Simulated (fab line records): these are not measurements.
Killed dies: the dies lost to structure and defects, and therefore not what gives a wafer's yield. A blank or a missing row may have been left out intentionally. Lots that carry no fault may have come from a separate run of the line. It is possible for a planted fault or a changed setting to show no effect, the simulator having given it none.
Chamber matching	flow n5 finfet	4 sister chambers for N5_SDB_HM_OPEN_20 on rie diel-05
The step chemistry CH3F/O2, target SiNx, stops on poly-Si, target depth 24 nm. 4 wafers are shown with their chamber, then 11 later ones without.

WAFERS, EACH WITH ITS CHAMBER
wafer	chamber	showerhead plenum p Torr (Torr)
L079.2	0	2.04
L090.1	3	2.05
L090.2	2	1.94
L091.1	1	1.94

WAFERS MISSING THEIR CHAMBER
wafer	showerhead plenum p Torr (Torr)
L091.3	1.94
L091.6	1.94
L093.1	1.93
L093.4	2.03
L093.6	1.93
L095.2	2.03
L095.4	1.94
L095.5	2.03
L097.2	1.94
L097.3	1.93
L097.5	2.03

WHICH CHAMBER EACH ONE RAN IN
wafer	from the rows above	in truth
L091.3	can't be placed: 1 or 2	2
L091.6	can't be placed: 1 or 2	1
L093.1	can't be placed: 1 or 2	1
L093.4	can't be placed: 0 or 3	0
L093.6	can't be placed: 1 or 2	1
L095.2	can't be placed: 0 or 3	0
L095.4	can't be placed: 1 or 2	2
L095.5	can't be placed: 0 or 3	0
L097.2	can't be placed: 1 or 2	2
L097.3	can't be placed: 1 or 2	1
L097.5	can't be placed: 0 or 3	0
0 of 11 placed correctly. Not placeable from these rows: 11 (in 11, the candidates include the true chamber). 0 placed wrongly.
How it was worked out, from the rows above alone: a wafer's distance from a chamber is the root of the sum, over the readings, of the square of ((its reading less the chamber's mean) divided by the reading's scatter). If the next closest chamber is less than 2 further off than the closest, the wafer can't be placed; otherwise it belongs to the closest. For every chamber, the mean is computed from those of its wafers that are shown. The scatter: with one shown wafer a chamber, the root of the mean of the squares of how far each hidden wafer lies from its nearest shown one.
